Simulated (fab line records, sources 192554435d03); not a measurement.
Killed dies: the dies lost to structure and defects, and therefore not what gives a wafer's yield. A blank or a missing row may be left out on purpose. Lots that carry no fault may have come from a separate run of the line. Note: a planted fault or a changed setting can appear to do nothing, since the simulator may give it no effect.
Split-lot study -- flow n5 finfet -- 7 lots, 21 wafers read, on a route of 1938 steps

== ABOUT THE SPLIT ==
At N5_PASSIVATION_AL_DEP_21 (deposits Al, target thk 2800 nm, time 170 s), the setting time s was moved away from the recipe's 170 s on 6 of the 21 wafers read, by -14.9% to +14.4%. The other wafers ran this setting at the recipe's value.

The split's own step is where the reading is taken.

== THE READING ==
Al_of_PASSIVATION_AL_DEP_21.thk nm (the simulator's own value, which no gauge read), in nm, at N5_PASSIVATION_AL_DEP_21 (deposits Al, target thk 2800 nm, time 170 s). There is no usual value for it anywhere in the file. The 15 wafers here that ran the recipe average 2804 nm, standard deviation 32 nm.

wafer,"tool, chamber at the split","time s as run, s",against the recipe,"Al_of_PASSIVATION_AL_DEP_21.thk nm, nm",against lot-mates on the recipe
L076.1,"pvd sputter-02, -",145.2,-14.6%,2406,-393
L076.2,"pvd sputter-02, -",170,recipe,2799,-
L076.5,"pvd sputter-02, -",145.2,-14.6%,2375,-424
L075.1,"pvd sputter-02, -",144.7,-14.9%,2395,-381
L075.2,"pvd sputter-02, -",170,recipe,2751,-
L075.4,"pvd sputter-02, -",170,recipe,2801,-
L079.3,"pvd sputter-03, -",170,recipe,2810,-
L079.4,"pvd sputter-03, -",170,recipe,2811,-
L079.5,"pvd sputter-03, -",170,recipe,2816,-
L080.2,"pvd sputter-01, -",170,recipe,2806,-
L080.3,"pvd sputter-01, -",170,recipe,2833,-
L080.5,"pvd sputter-01, -",170,recipe,2836,-
L089.2,"pvd sputter-02, -",194.5,+14.4%,3233,+474
L089.3,"pvd sputter-02, -",170,recipe,2759,-
L089.6,"pvd sputter-02, -",194.5,+14.4%,3200,+441
L092.1,"pvd sputter-02, -",170,recipe,2792,-
L092.3,"pvd sputter-02, -",170,recipe,2756,-
L092.4,"pvd sputter-02, -",170,recipe,2791,-
L097.2,"pvd sputter-03, -",170,recipe,2827,-
L097.5,"pvd sputter-03, -",184.8,+8.7%,3085,+232
L097.6,"pvd sputter-03, -",170,recipe,2878,-

FIT RESULTS
A straight line over all 21 wafers: Al_of_PASSIVATION_AL_DEP_21.thk nm changes by +28.6 nm for each +1% of time s; r = +0.99; the points scatter about the line by 31 nm.
The same after taking each lot's own level away (the mean of its wafers on the recipe; 21 wafers): +28.9 nm for each +1%; r = +0.99; scatter 24 nm.
That fit puts the effect of the largest move of time s on the reading at 4.3e+02 nm.
The lots' own levels span 2759.0 to 2852.5 nm, that is 2.9 times the standard deviation above.
Hence the lot-to-lot level has little effect on the slope; both slopes agree.
Check: for one of the wafers moved furthest among these (-14.9%), held out of the fit, the line's prediction against its lot-mates is -436 nm. Against them it came out at -381 nm.

== FURTHER SPLITS ON THESE WAFERS ==
Other splits were also applied to these wafers ahead of the reading. Each is held against what the fit with the lots' levels taken away leaves over:
other split on the same wafers,wafers away from the commonest value,r with Al_of_PASSIVATION_AL_DEP_21.thk nm (lot level and that fit taken away)
N5_BEOL_M14_SPUTTER_45 power w,8,+0.10
N5_BEOL_M14_DEP_53 time s,8,+0.07

== THE WHOLE CHAIN: every reading that the file lists as answering this split, in the file's order ==
step,what it does,reading,change (the file's fit),r (the file's)
N5_PASSIVATION_AL_DEP_21,"deposits Al, target thk 2800 nm, time 170 s","Al_of_PASSIVATION_AL_DEP_21.thk nm (the simulator's own value, which no gauge read)",+28.2 nm for each +1% of the setting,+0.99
N5_PASSIVATION_PROBE_49,,killed at other,"not straight: 0 at the lowest setting, 4 at the recipe, 146 at the highest",not given

== FILE'S OWN FIT ==
Al_of_PASSIVATION_AL_DEP_21.thk nm changes by +28.2 nm for each +1% of time s, r = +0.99.
